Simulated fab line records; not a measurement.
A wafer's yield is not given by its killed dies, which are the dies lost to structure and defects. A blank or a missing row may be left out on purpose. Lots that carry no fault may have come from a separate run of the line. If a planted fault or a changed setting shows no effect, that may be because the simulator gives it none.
Lot-split experiment ; flow n5Finfet ; 21 wafers read from 7 lots, route of 1938 steps

## THE SPLIT
At N5_BEOL_M9_ETCH_65 (etches SiARC in CF4, target depth 15.6 nm, time 26 s), the setting biasW was moved away from the recipe's 36 W on 3 of the 21 wafers read, by +6.1% to +8.7%. For the rest of the wafers, this setting stayed at what the recipe calls for.

The reading comes from the split's own step.

## THE READING
rfVppV, in V, at N5_BEOL_M9_ETCH_65 (etches SiARC in CF4, target depth 15.6 nm, time 26 s). On this fab line, fault-free wafers typically give 183.8 V with a standard deviation of 1.3 V.

wafer;tool, chamber at the split;biasW as run, W;against the recipe;rfVppV, V;against lot-mates on the recipe
L075.1;rieDiel-06, 2;36;recipe;183.6;-
L075.3;rieDiel-06, 1;36;recipe;184.3;-
L075.5;rieDiel-06, 3;36;recipe;182.2;-
L081.1;rieDiel-05, 1;38.18;+6.1%;190.9;+5.0
L081.2;rieDiel-05, 3;38.18;+6.1%;190.0;+4.1
L081.5;rieDiel-05, 0;36;recipe;185.9;-
L085.1;rieDiel-06, 0;36;recipe;185.5;-
L085.2;rieDiel-06, 3;36;recipe;183.4;-
L085.5;rieDiel-06, 0;39.15;+8.7%;193.7;+9.2
L086.2;rieDiel-01, 0;36;recipe;184.4;-
L086.3;rieDiel-01, 2;36;recipe;182.6;-
L086.5;rieDiel-01, 3;36;recipe;185.1;-
L090.1;rieDiel-05, 2;36;recipe;183.8;-
L090.3;rieDiel-05, 1;36;recipe;182.7;-
L090.5;rieDiel-05, 0;36;recipe;184.9;-
L093.2;rieDiel-06, 0;36;recipe;183.9;-
L093.4;rieDiel-06, 3;36;recipe;181.6;-
L093.6;rieDiel-06, 3;36;recipe;181.5;-
L096.1;rieDiel-05, 0;36;recipe;185.4;-
L096.2;rieDiel-05, 2;36;recipe;183.1;-
L096.3;rieDiel-05, 3;36;recipe;183.1;-

FIT RESULTS
A straight line over all 21 wafers: rfVppV changes by +1.13 V for each +1% of biasW; r = +0.92; the points scatter about the line by 1.3 V.
The same after taking each lot's own level away (the mean of its wafers on the recipe; 21 wafers): +0.912 V for each +1%; r = +0.91; scatter 1.1 V.
Per that fit: largest biasW move, reading shift of 8 V.
From 182.33 to 185.90 V: that is the span of the lots' own levels, equal to 2.7 times the standard deviation above.
So the slope is not independent of the lot-to-lot level: the two fits are not the same.
Check: with one of the wafers moved furthest among these (+8.7%) left out of the fit, the line predicts +6.57 V for it against its lot-mates. It came out at +9.25 V against them.
Tool readings at the split's step, against how far the setting was moved: rfVppV r = +0.92.

## ADDITIONAL SPLITS CARRIED BY THESE WAFERS
Before the reading, these wafers also passed through other splits. Each is held against what the fit with the lots' levels taken away leaves over:
other split on the same wafers;wafers away from the commonest value;r with rfVppV (lot level and that fit taken away)
N5_BEOL_M5_TRENCH_ETCH_37 sourceW;8;+0.03
N5_BEOL_M5_SPUTTER_48 timeS;9;-0.04
N5_BEOL_M6_DESCUM_33 timeS;5;-0.06
N5_BEOL_M6_ETCH_66 biasW;6;+0.06
N5_BEOL_M8_ILD_DEP_00 timeS;5;+0.01
N5_BEOL_M8_COAT_05 spinRpm;4;+0.01
N5_BEOL_M8_TRENCH_ETCH_37 biasW;6;+0.07

## THE FILE'S OWN FIT
rfVppV changes by +0.96 V for each +1% of biasW, r = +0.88.
